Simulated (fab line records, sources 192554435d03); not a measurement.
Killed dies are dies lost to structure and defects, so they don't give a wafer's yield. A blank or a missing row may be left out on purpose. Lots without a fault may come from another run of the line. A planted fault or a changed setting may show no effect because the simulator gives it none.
Chamber matching | flow n5_finfet | N5_BEOL_M8_CURE_74 on uv_cure-01: 3 sister chambers
The step cures SiCOH lowk, time 240 s. 20 wafers are shown with their chamber, then 10 later ones without.

WAFERS WITH THEIR CHAMBER
wafer  | chamber | wafer_temp_C_max | lamp_power_pct (%)
L076.1 | 1       | 387.8            | 52.34
L076.4 | 1       | 387.8            | 52.31
L076.5 | 1       | 389.0            | 52.32
L078.1 | 2       | 387.8            | 52.45
L078.5 | 2       | 386.8            | 52.41
L078.6 | 2       | 386.5            | 52.32
L078.2 | 2       | 386.3            | 52.34
L078.3 | 2       | 386.8            | 52.34
L078.4 | 2       | 387.4            | 52.28
L080.2 | 2       | 386.9            | 52.36
L080.3 | 2       | 387.1            | 52.26
L080.6 | 2       | 387.6            | 52.25
L084.1 | 2       | 387.2            | 52.42
L084.5 | 2       | 387.6            | 52.20
L084.6 | 2       | 386.8            | 52.19
L085.2 | 2       | 386.6            | 52.30
L085.3 | 2       | 387.5            | 52.36
L085.4 | 2       | 387.1            | 52.37
L087.1 | 0       | 386.4            | 52.34
L087.4 | 0       | 386.2            | 52.26

SIGNATURES (means of the wafers above)
reading          | chamber 0 | chamber 1 | chamber 2 | scatter within a chamber
wafer_temp_C_max | 386.300   | 388.200   | 387.067   | 0.471
lamp_power_pct   | 52.3000   | 52.3233   | 52.3233   | 0.0715
Rule: a wafer's distance from a chamber is the root of the sum, over the readings, of the square of ((its reading less the chamber's mean) divided by the reading's scatter). The wafer belongs to the nearest chamber; if the next one is less than 2 further off, it can't be placed. The scatter: the root of (the sum of the squares of (reading less its chamber's mean) over the shown wafers, divided by (wafers less chambers)).

WAFERS WITHOUT THEIR CHAMBER
wafer  | wafer_temp_C_max | lamp_power_pct (%)
L087.6 | 386.1            | 52.38
L087.2 | 386.4            | 52.35
L087.3 | 386.5            | 52.29
L087.5 | 386.2            | 52.24
L092.1 | 386.9            | 52.21
L092.2 | 387.9            | 52.26
L092.4 | 386.8            | 52.27
L095.1 | 386.5            | 52.36
L095.2 | 386.5            | 52.22
L095.4 | 386.1            | 52.34

WHICH CHAMBER EACH WENT THROUGH
wafer  | from the rows above          | in truth
L087.6 | can't be placed: 0 or 2      | 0
L087.2 | can't be placed: 0 or 2      | 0
L087.3 | can't be placed: 0 or 2      | 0
L087.5 | can't be placed: 0 or 2      | 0
L092.1 | can't be placed: 2 or 0 or 1 | 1
L092.2 | can't be placed: 1 or 2      | 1
L092.4 | can't be placed: 2 or 0      | 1
L095.1 | can't be placed: 0 or 2      | 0
L095.2 | can't be placed: 0 or 2      | 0
L095.4 | can't be placed: 0 or 2      | 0
Placed correctly: 0 of 10. Can't be placed from these rows: 10 (the true chamber is among the candidates in 9). Placed wrongly: 0.
